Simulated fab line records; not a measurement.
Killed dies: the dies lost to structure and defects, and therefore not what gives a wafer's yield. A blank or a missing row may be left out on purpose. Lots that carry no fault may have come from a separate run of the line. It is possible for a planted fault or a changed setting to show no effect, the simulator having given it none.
fab line records	flow n5-finfet	part 1 of 2: steps 1 to 17 of 27
[record] lots = 5	wafers = 15	last-day = 18
route steps=1938 shown BEOL_M0_SAQP@683 BEOL_M0_CUTY@701
lots with no fault: from the same line, run without faults
start-h: start of the lot's first displayed wafer, in hours after the record's first day	wait-h: hours since the lot's step before	" same as the row above	L1.1+2: a single row standing in for several wafers	- no value, or no start was given	* or withheld: withheld	< > ~ a bound
route shown NAME@n: NAME is a module with steps in the file, n the number in the route of the first one	usual: the fault-free wafers' mean and standard deviation	same: alike in all rows	chamber/n: place in a boat	sites: per-site readings	_std_site: the standard deviation of these	_edge_site: the outer-site mean with the inner-site mean subtracted	radius-mm: for every site, how far away it sits from the centre of the wafer	mask NAME#n: copy n	behind: the most recent tool/chamber to have shaped the wafer	hold: why the lot was held/for how many hours/how that ended	device: which transistor (n, p or np) failed to switch	end of line: tests run on the same wafers once the route is complete	a step given without rows: its recipe and nothing more	killed: the dies lost at the first sort to structure and to defects; this is not the yield of the wafer	map: dies across one wafer; x = killed, . = not, _ = none there
set.NAME: setting as actually run; set.NAME@STEP: the setting as run at that earlier step	model.NAME: the simulator's own value behind a step, which no gauge read
a table for each step, a row for each wafer; lots at some steps of the route
services: from which hour (start-h, from the record's first day; less than 0 if before it) a tool's chamber was out of use, for how many hours, and why
[[steps]]
[step N5_BEOL_M0_SAQP_COAT_34]
[recipe] resist = CAR-EUV	spin-rpm = 1500	resist-thk-nm = 30
[usual] resist-line-temp-C = 23.00/0.1
lot.wafer	tool	chamber	start-h	wait-h	resist-line-temp-C
L078.1	litho-track-03	0	-	-	22.88
L078.4	"	0	"	"	23.01
L078.6	"	0	"	"	23.01
L077.1	litho-track-03	0	-	-	23.06
L077.3	"	0	"	"	23.06
L077.5	"	0	"	"	23.06
L080.2	litho-track-02	0	-	-	23.04
L080.4	"	0	"	"	22.99
L080.6	"	0	"	"	23.04
L092.3	litho-track-01	0	-	-	22.98
L092.4	"	0	"	"	22.86
L092.6	"	0	"	"	22.84
L095.1	litho-track-01	0	-	-	23.09
L095.3	"	0	"	"	23.11
L095.4	"	0	"	"	23.01
[step N5_BEOL_M0_SAQP_EBR_36]
[recipe] solvent = PGMEA	ebr-width-mm = 1.5
[usual] resist-line-temp-C = 22.99/0.11
lot.wafer	tool	chamber	start-h	wait-h	resist-line-temp-C
L078.1	litho-track-03	0	-	-	22.85
L078.4	"	0	"	"	23.04
L078.6	"	0	"	"	22.92
L077.1	litho-track-03	0	-	-	22.92
L077.3	"	0	"	"	23.10
L077.5	"	0	"	"	22.82
L080.2	litho-track-02	0	-	-	23.20
L080.4	"	0	"	"	23.15
L080.6	"	0	"	"	22.90
L092.3	litho-track-01	0	-	-	23.03
L092.4	"	0	"	"	23.04
L092.6	"	0	"	"	23.11
L095.1	litho-track-01	0	-	-	22.82
L095.3	"	0	"	"	22.99
L095.4	"	0	"	"	22.81
[step N5_BEOL_M0_SAQP_SOFTBAKE_35]
[recipe] temp-c = 110	time-s = 60	resist = CAR-EUV
[usual] resist-line-temp-C = 23.01/0.1
lot.wafer	tool	chamber	start-h	wait-h	resist-line-temp-C
L078.1	litho-track-03	0	-	-	22.97
L078.4	"	0	"	"	23.22
L078.6	"	0	"	"	23.15
L077.1	litho-track-03	0	-	-	23.01
L077.3	"	0	"	"	22.97
L077.5	"	0	"	"	23.08
L080.2	litho-track-02	0	-	-	22.89
L080.4	"	0	"	"	23.04
L080.6	"	0	"	"	22.93
L092.3	litho-track-01	0	-	-	23.12
L092.4	"	0	"	"	23.04
L092.6	"	0	"	"	23.14
L095.1	litho-track-01	0	-	-	23.13
L095.3	"	0	"	"	23.13
L095.4	"	0	"	"	22.97
[step N5_BEOL_M0_SAQP_EXPOSE_37]
[recipe] mask-id = M0_CUT1	na = 0.33	source-shape = annular	sigma-inner = 0.35	sigma-outer = 0.8	polarization = unpolarized	target-cd-nm = 30	dose-mj = 44.75
[usual] focus-offset-nm = -0.1/0.52
[same] na = 0.33
lot.wafer	tool	chamber	start-h	wait-h	mask	focus-offset-nm
L078.1	euv-scanner-01	0	136.49	-	M0_CUT1#0	0.1
L078.4	"	0	"	"	M0_CUT1#0	-0.3
L078.6	"	0	"	"	M0_CUT1#0	0.2
L077.1	euv-scanner-02	0	142.22	-	M0_CUT1#0	0.6
L077.3	"	0	"	"	M0_CUT1#0	0.0
L077.5	"	0	"	"	M0_CUT1#0	0.3
L080.2	euv-scanner-01	0	147.75	-	M0_CUT1#0	-1.0
L080.4	"	0	"	"	M0_CUT1#0	-0.8
L080.6	"	0	"	"	M0_CUT1#0	-0.9
L092.3	euv-scanner-01	0	221.80	-	M0_CUT1#0	0.8
L092.4	"	0	"	"	M0_CUT1#0	0.0
L092.6	"	0	"	"	M0_CUT1#0	-0.3
L095.1	euv-scanner-02	0	239.94	-	M0_CUT1#0	-0.3
L095.3	"	0	"	"	M0_CUT1#0	-0.3
L095.4	"	0	"	"	M0_CUT1#0	-0.6
[step N5_BEOL_M0_SAQP_PEB_38]
[recipe] peb-temp-c = 100	peb-time-s = 60	resist = CAR-EUV
[usual] resist-line-temp-C = 22.99/0.097
lot.wafer	tool	chamber	start-h	wait-h	resist-line-temp-C
L078.1	litho-track-01	0	136.56	0.1	22.97
L078.4	"	0	"	"	23.02
L078.6	"	0	"	"	23.00
L077.1	litho-track-03	0	142.28	0.1	23.07
L077.3	"	0	"	"	23.03
L077.5	"	0	"	"	22.93
L080.2	litho-track-02	0	147.81	0.1	22.96
L080.4	"	0	"	"	23.03
L080.6	"	0	"	"	23.04
L092.3	litho-track-01	0	221.85	0.0	22.94
L092.4	"	0	"	"	23.01
L092.6	"	0	"	"	23.12
L095.1	litho-track-03	0	240.01	0.1	23.02
L095.3	"	0	"	"	22.97
L095.4	"	0	"	"	22.99
[step N5_BEOL_M0_SAQP_DEVELOP_39]
[recipe] develop-time-s = 30	developer = TMAH	resist = CAR-EUV	rinse-liquid = surfactant-rinse	dry = air-spin	dev-temp-c = 23
[usual] resist-line-temp-C = 22.99/0.11
lot.wafer	tool	chamber	start-h	wait-h	resist-line-temp-C
L078.1	litho-track-01	0	-	-	23.00
L078.4	"	0	"	"	22.81
L078.6	"	0	"	"	23.04
L077.1	litho-track-03	0	-	-	23.12
L077.3	"	0	"	"	23.14
L077.5	"	0	"	"	23.03
L080.2	litho-track-02	0	-	-	22.89
L080.4	"	0	"	"	22.72
L080.6	"	0	"	"	22.80
L092.3	litho-track-01	0	-	-	22.86
L092.4	"	0	"	"	23.02
L092.6	"	0	"	"	23.02
L095.1	litho-track-03	0	-	-	23.11
L095.3	"	0	"	"	23.16
L095.4	"	0	"	"	22.92
[step N5_BEOL_M0_SAQP_CD_MEAS_40]
[recipe] target-cd-nm = 30	landing-energy-ev = 500	detector = se-inlens
[usual] cd-nm = 29.93/0.27
lot.wafer	tool	chamber	start-h	wait-h	cd-nm
L078.1	cd-sem-01	0	136.63	-	29.83
L078.4	"	0	"	"	30.52
L078.6	"	0	"	"	30.09
L077.1	cd-sem-03	0	142.35	-	29.90
L077.3	"	0	"	"	29.70
L077.5	"	0	"	"	30.25
L080.2	cd-sem-01	0	147.88	-	29.74
L080.4	"	0	"	"	29.97
L080.6	"	0	"	"	29.84
L092.3	cd-sem-02	0	221.92	-	30.05
L092.4	"	0	"	"	30.25
L092.6	"	0	"	"	30.07
L095.1	cd-sem-02	0	240.08	-	30.35
L095.3	"	0	"	"	29.98
L095.4	"	0	"	"	30.15
[step N5_BEOL_M0_SAQP_OVL_MEAS_41]
[recipe] points-per-wafer = 522
[usual] M0_CUT1_OVL = -0.3/0.58
lot.wafer	tool	chamber	start-h	wait-h	M0_CUT1_OVL[nm]
L078.1	overlay-02	0	136.66	0.0	1.0
L078.4	"	0	"	"	-0.4
L078.6	"	0	"	"	-0.4
L077.1	overlay-02	0	142.38	0.0	0.0
L077.3	"	0	"	"	0.2
L077.5	"	0	"	"	0.5
L080.2	overlay-01	0	147.91	0.0	-0.7
L080.4	"	0	"	"	0.5
L080.6	"	0	"	"	-0.1
L092.3	overlay-02	0	221.96	0.0	0.2
L092.4	"	0	"	"	0.4
L092.6	"	0	"	"	0.2
L095.1	overlay-01	0	240.11	0.0	0.0
L095.3	"	0	"	"	-0.1
L095.4	"	0	"	"	-0.5
[step N5_BEOL_M0_SAQP_INSPECT_42]
[recipe] mode = adi	inspect-instrument = brightfield
[usual] raw-defect-count = 306/93
lot.wafer	tool	chamber	start-h	wait-h	raw-defect-count
L078.1	defect-inspect-02	-	136.72	0.1	200
L078.4	"	-	"	"	359
L078.6	"	-	"	"	286
L077.1	defect-inspect-01	-	142.44	0.1	336
L077.3	"	-	"	"	456
L077.5	"	-	"	"	342
L080.2	defect-inspect-02	-	147.96	0.0	309
L080.4	"	-	"	"	582
L080.6	"	-	"	"	350
L092.3	defect-inspect-01	-	222.01	0.0	361
L092.4	"	-	"	"	223
L092.6	"	-	"	"	328
L095.1	defect-inspect-02	-	240.17	0.1	288
L095.3	"	-	"	"	285
L095.4	"	-	"	"	244
[step N5_BEOL_M0_SAQP_DESCUM_45]
[recipe] chemistry = O2	time-s = 7	source-power-w = 50	bias-power-w = 20	pressure-mtorr = 20	rf-frequency-hz = 2.712e+07	temp-c = 40	resist = CAR-EUV	o2-flow-sccm = 225
[usual] drypump-motor-current-A = 5.8/0.49	oes-product-au = 0.82/0.086	rf-fwd-power-W = 49.43/0.23	rf-vpp-V = 243.1/1.2	showerhead-plenum-p-Torr = 2.10/0.063	throttle-valve-pct = 20.33/0.19
lot.wafer	tool	chamber	start-h	wait-h	drypump-motor-current-A	oes-product-au	rf-fwd-power-W	rf-hours-counter-h	rf-vpp-V	showerhead-plenum-p-Torr	throttle-valve-pct
L078.1	rie-diel-01	0	137.13	0.4	5.5	0.95	49.52	9	244.9	2.04	20.07
L078.4	"	2	"	"	5.2	0.98	49.65	3	242.7	2.07	20.26
L078.6	"	0	"	"	5.5	0.95	49.54	-	242.6	2.04	20.08
L077.1	rie-diel-03	3	142.91	0.5	6.5	0.92	49.56	18	244.7	2.23	20.28
L077.3	"	0	"	"	6.0	0.85	49.73	48	243.9	2.11	20.36
L077.5	"	3	"	"	6.5	0.93	49.39	-	244.2	2.23	20.27
L080.2	rie-diel-03	0	148.11	0.1	6.0	0.86	49.86	50	244.2	2.11	20.38
L080.4	"	1	"	"	6.6	0.77	49.26	145	243.1	2.07	20.27
L080.6	"	2	"	"	5.8	0.79	49.15	-	243.0	2.11	20.21
L092.3	rie-diel-05	2	222.54	0.5	5.0	0.84	49.12	78	242.0	2.02	20.40
L092.4	"	2	"	"	5.1	0.84	49.15	-	240.9	2.02	20.38
L092.6	"	0	"	"	5.1	0.69	49.51	-	241.5	2.01	20.45
L095.1	rie-diel-01	3	240.20	0.0	6.0	0.83	49.60	69	244.0	2.12	20.33
L095.3	"	2	"	"	5.2	0.88	49.36	38	243.4	2.06	20.30
L095.4	"	1	"	"	5.4	0.84	49.48	52	241.0	2.05	20.05
[step N5_BEOL_M0_SAQP_ETCH_88]
[recipe] chemistry = N2/H2	target = underlayer	target-depth-a = 65	time-s = 5.2	ion-energy-ev = 200	mask-material = CAR-EUV	pressure-mtorr = 30	source-w = 840	bias-w = 150	n2-flow-sccm = 200	h2-flow-sccm = 200	ends = cleared
[usual] drypump-motor-current-A = 5.8/0.49	etch-rf-on-time-s = 5.25/0.21	oes-product-au = 0.69/0.076	rf-fwd-power-W = 819.7/2.5	rf-vpp-V = 524.1/2.2	showerhead-plenum-p-Torr = 2.54/0.078	throttle-valve-pct = 17.73/0.25
lot.wafer	tool	chamber	start-h	wait-h	drypump-motor-current-A	etch-rf-on-time-s	oes-product-au	rf-fwd-power-W	rf-hours-counter-h	rf-vpp-V	showerhead-plenum-p-Torr	throttle-valve-pct
L078.1	rie-diel-01	0	137.16	0.0	5.5	4.83	0.83	819.3	9	524.4	2.48	17.56
L078.4	"	2	"	"	5.3	5.16	0.81	817.0	3	522.9	2.46	17.28
L078.6	"	0	"	"	5.5	4.86	0.83	822.0	-	522.1	2.48	17.55
L077.1	rie-diel-03	3	142.94	0.0	6.5	5.30	0.78	814.6	18	528.5	2.70	17.59
L077.3	"	0	"	"	6.1	4.98	0.74	817.5	48	524.1	2.59	18.04
L077.5	"	3	"	"	6.5	5.30	0.78	813.8	-	529.7	2.70	17.60
L080.2	rie-diel-03	0	148.14	0.0	6.1	4.95	0.75	820.7	50	522.7	2.59	18.06
L080.4	"	1	"	"	6.6	5.26	0.65	817.1	145	524.3	2.53	17.78
L080.6	"	2	"	"	5.8	5.37	0.66	816.2	-	525.8	2.57	17.61
L092.3	rie-diel-05	2	222.58	0.0	5.0	5.24	0.71	819.3	78	522.4	2.45	17.77
L092.4	"	2	"	"	5.1	5.22	0.71	822.5	-	520.8	2.45	17.75
L092.6	"	0	"	"	5.1	5.41	0.60	815.0	-	522.3	2.44	17.94
L095.1	rie-diel-01	3	240.24	0.0	6.0	5.17	0.71	825.0	69	523.3	2.57	17.75
L095.3	"	2	"	"	5.3	5.16	0.76	817.1	38	521.0	2.44	17.33
L095.4	"	1	"	"	5.4	5.50	0.70	823.5	52	520.8	2.47	17.32
[step N5_BEOL_M0_SAQP_ETCH_73]
[recipe] chemistry = CF4	target = SiARC	target-depth-a = 195	mask-material = CAR-EUV	time-s = 32.5	ion-energy-ev = 80	pressure-mtorr = 40	source-w = 545	bias-w = 36	Ar_flow_sccm = 100	cf4-flow-sccm = 100	ends = cleared
[usual] cf4-flow-sccm = 100.03/0.29	drypump-motor-current-A = 5.8/0.49	etch-rf-on-time-s = 32.9/1.1	oes-product-au = 0.69/0.075	rf-fwd-power-W = 534/3.2	rf-vpp-V = 184.0/1.1	showerhead-plenum-p-Torr = 2.14/0.064	throttle-valve-pct = 15.49/0.21
lot.wafer	tool	chamber	start-h	wait-h	cf4-flow-sccm	drypump-motor-current-A	etch-rf-on-time-s	oes-product-au	rf-fwd-power-W	rf-hours-counter-h	rf-vpp-V	showerhead-plenum-p-Torr	throttle-valve-pct
L078.1	rie-diel-01	0	137.18	0.0	100.09	5.5	30.7	0.82	531	9	184.0	2.09	15.23
L078.4	"	2	"	"	99.99	5.2	32.4	0.83	539	3	182.3	2.09	15.15
L078.6	"	0	"	"	100.05	5.5	30.6	0.82	530	-	184.0	2.09	15.21
L077.1	rie-diel-03	3	142.96	0.0	100.49	6.5	32.8	0.78	532	18	184.6	2.27	15.27
L077.3	"	0	"	"	100.22	6.0	31.6	0.74	537	48	184.4	2.15	15.45
L077.5	"	3	"	"	100.14	6.5	32.8	0.79	531	-	185.4	2.27	15.27
L080.2	rie-diel-03	0	148.16	0.0	99.83	6.0	31.0	0.74	539	50	183.6	2.15	15.45
L080.4	"	1	"	"	99.79	6.6	32.3	0.67	530	145	183.9	2.13	15.64
L080.6	"	2	"	"	100.57	5.8	32.8	0.68	534	-	182.7	2.15	15.46
L092.3	rie-diel-05	2	222.59	0.0	100.08	5.1	33.4	0.71	533	78	185.1	2.07	15.52
L092.4	"	2	"	"	99.89	5.0	32.9	0.72	530	-	182.6	2.07	15.51
L092.6	"	0	"	"	100.13	5.1	33.2	0.61	536	-	184.5	2.04	15.56
L095.1	rie-diel-01	3	240.25	0.0	99.78	6.0	31.9	0.72	531	69	185.8	2.19	15.58
L095.3	"	2	"	"	100.29	5.3	32.4	0.74	535	38	182.3	2.08	15.24
L095.4	"	1	"	"	99.85	5.4	33.8	0.70	537	52	182.9	2.10	15.28
[step N5_BEOL_M0_SAQP_CUT_ETCH_46]
[recipe] chemistry = N2/H2	target = SOC	target-depth-a = 1350	overetch-a = 270	temp-c = 40	time-s = 202.5	ion-energy-ev = 200	mask-material = SiARC	pressure-mtorr = 30	source-w = 840	bias-w = 150	n2-flow-sccm = 200	h2-flow-sccm = 200
[usual] drypump-motor-current-A = 5.8/0.49	rf-fwd-power-W = 838.4/2.5	rf-vpp-V = 524.0/2.2	showerhead-plenum-p-Torr = 2.54/0.078	throttle-valve-pct = 17.68/0.25
lot.wafer	tool	chamber	start-h	wait-h	drypump-motor-current-A	rf-fwd-power-W	rf-hours-counter-h	rf-vpp-V	showerhead-plenum-p-Torr	throttle-valve-pct
L078.1	rie-diel-01	0	137.21	0.0	5.5	838.2	9	523.2	2.48	17.49
L078.4	"	2	"	"	5.3	836.1	3	522.5	2.46	17.22
L078.6	"	0	"	"	5.5	837.8	-	522.5	2.48	17.50
L077.1	rie-diel-03	3	142.99	0.0	6.5	839.4	18	528.7	2.70	17.57
L077.3	"	0	"	"	6.0	841.7	48	525.6	2.59	17.99
L077.5	"	3	"	"	6.5	840.2	-	528.4	2.70	17.57
L080.2	rie-diel-03	0	148.19	0.0	6.1	838.1	50	524.5	2.59	17.99
L080.4	"	1	"	"	6.6	838.6	145	523.3	2.53	17.73
L080.6	"	2	"	"	5.8	839.6	-	524.0	2.57	17.59
L092.3	rie-diel-05	2	222.62	0.0	5.0	838.4	78	520.9	2.45	17.75
L092.4	"	2	"	"	5.1	840.6	-	521.7	2.45	17.74
L092.6	"	0	"	"	5.2	838.5	-	521.1	2.44	17.87
L095.1	rie-diel-01	3	240.28	0.0	6.0	836.1	69	525.6	2.57	17.69
L095.3	"	2	"	"	5.3	836.0	38	521.7	2.44	17.29
L095.4	"	1	"	"	5.4	837.8	52	520.9	2.47	17.29
[step N5_BEOL_M0_SAQP_STRIP_74]
[recipe] chemistry = N2/H2	temp-c = 40	n2-flow-sccm = 200	h2-flow-sccm = 200	rf-frequency-hz = 6e+07
lot.wafer	tool	chamber	start-h	wait-h
L078.1+4+6	rie-diel-01	0,2,0	137.37	0.1
L077.1+3+5	rie-diel-03	3,0,3	143.15	0.1
L080.2+4+6	rie-diel-03	0,1,2	148.35	0.1
L092.3+4+6	rie-diel-05	2,2,0	222.78	0.1
L095.1+3+4	rie-diel-01	3,2,1	240.44	0.1
[step N5_BEOL_M0_SAQP_STRIP_89]
[recipe] chemistry = N2/H2	temp-c = 40	n2-flow-sccm = 200	h2-flow-sccm = 200	rf-frequency-hz = 6e+07
lot.wafer	tool	chamber	start-h	wait-h
L078.1+4+6	rie-diel-01	0,2,0	137.38	0.0
L077.1+3+5	rie-diel-03	3,0,3	143.16	0.0
L080.2+4+6	rie-diel-03	0,1,2	148.36	0.0
L092.3+4+6	rie-diel-05	2,2,0	222.79	0.0
L095.1+3+4	rie-diel-01	3,2,1	240.45	0.0
[step N5_BEOL_M0_SAQP_ALD_48]
[recipe] material = SiO2	target-thk-a = 200	temp-c = 100	ald-precursor-family = BDEAS	ald-co-reactant = O2-plasma	pulse-time-s = 1	co-reactant-pulse-time-s = 1	purge-time-s = 2	co-reactant-purge-time-s = 2	ald-cycles = 139	pressure-torr = 2
[usual] heater-power-w = 78/8.8	precursor-pulse-height-rel = 0.997/0.018
[same] ald-cycles = 139	purge-time-s = 2
lot.wafer	tool	chamber	start-h	wait-h	heater-power-w	precursor-pulse-height-rel
L078.1	ald-sin-03	1	138.50	1.1	84	1.016
L078.4	"	2	"	"	77	1.026
L078.6	"	0	"	"	96	0.997
L077.1	ald-sin-01	1	143.19	0.0	73	0.998
L077.3	"	2	"	"	72	0.999
L077.5	"	3	"	"	74	0.994
L080.2	ald-sin-04	2	148.39	0.0	79	1.024
L080.4	"	0	"	"	71	1.002
L080.6	"	2	"	"	78	0.963
L092.3	ald-sin-04	0	222.83	0.0	72	1.007
L092.4	"	3	"	"	93	0.992
L092.6	"	3	"	"	92	0.997
L095.1	ald-sin-03	0	240.49	0.0	99	0.992
L095.3	"	1	"	"	82	1.035
L095.4	"	3	"	"	68	1.018
[step N5_BEOL_M0_SAQP_ETCH_49]
[recipe] chemistry = CF4/O2	target-depth-a = 370	target = SiO2	pressure-mtorr = 40	source-w = 535	bias-w = 49	Ar_flow_sccm = 100	cf4-flow-sccm = 100	O2_flow_sccm = 10	ion-energy-ev = 100
[usual] cf4-flow-sccm = 100.0/0.32	drypump-motor-current-A = 5.9/0.51	oes_ar_750_au = 0.81/0.079	oes_o_777_au = 0.81/0.078	oes-product-au = 0.81/0.075	rf-fwd-power-W = 533.1/1.8	rf-vpp-V = 241/8.9	showerhead-plenum-p-Torr = 2.22/0.069	throttle-valve-pct = 15.73/0.2
lot.wafer	tool	chamber	start-h	wait-h	cf4-flow-sccm	drypump-motor-current-A	oes_ar_750_au	oes_o_777_au	oes-product-au	rf-fwd-power-W	rf-hours-counter-h	rf-vpp-V	showerhead-plenum-p-Torr	throttle-valve-pct
L078.1	rie-diel-01	3	139.03	0.3	100.4	6.0	0.91	0.88	0.88	531.8	33	228	2.26	15.76
L078.4	"	0	"	"	100.0	5.5	0.97	0.95	0.94	534.0	9	245	2.16	15.46
L078.6	"	0	"	"	100.0	5.5	0.96	0.95	0.93	531.9	-	245	2.16	15.46
L077.1	rie-diel-03	2	143.72	0.3	99.7	5.8	0.81	0.81	0.78	534.9	96	235	2.22	15.67
L077.3	"	1	"	"	99.9	6.6	0.76	0.75	0.78	535.3	143	248	2.19	15.85
L077.5	"	2	"	"	99.8	5.8	0.81	0.80	0.78	533.5	-	236	2.22	15.70
L080.2	rie-diel-03	0	148.96	0.3	99.8	6.0	0.84	0.84	0.86	535.8	50	250	2.22	15.70
L080.4	"	3	"	"	99.8	6.5	0.94	0.95	0.92	531.4	20	236	2.33	15.52
L080.6	"	2	"	"	100.2	5.8	0.81	0.81	0.78	534.6	-	235	2.22	15.71
L092.3	rie-diel-03	3	223.36	0.3	100.3	6.5	0.89	0.90	0.88	532.6	46	236	2.32	15.56
L092.4	"	2	"	"	100.8	5.8	0.78	0.78	0.77	533.9	124	236	2.21	15.76
L092.6	"	3	"	"	100.0	6.5	0.89	0.89	0.87	531.3	-	236	2.32	15.54
L095.1	rie-diel-05	0	241.01	0.3	99.8	5.1	0.72	0.75	0.70	534.7	200	223	2.10	15.82
L095.3	"	2	"	"	99.7	5.0	0.81	0.81	0.86	533.4	85	246	2.13	15.76
L095.4	"	3	"	"	100.1	5.8	0.69	0.70	0.71	532.4	-	255	2.28	16.26
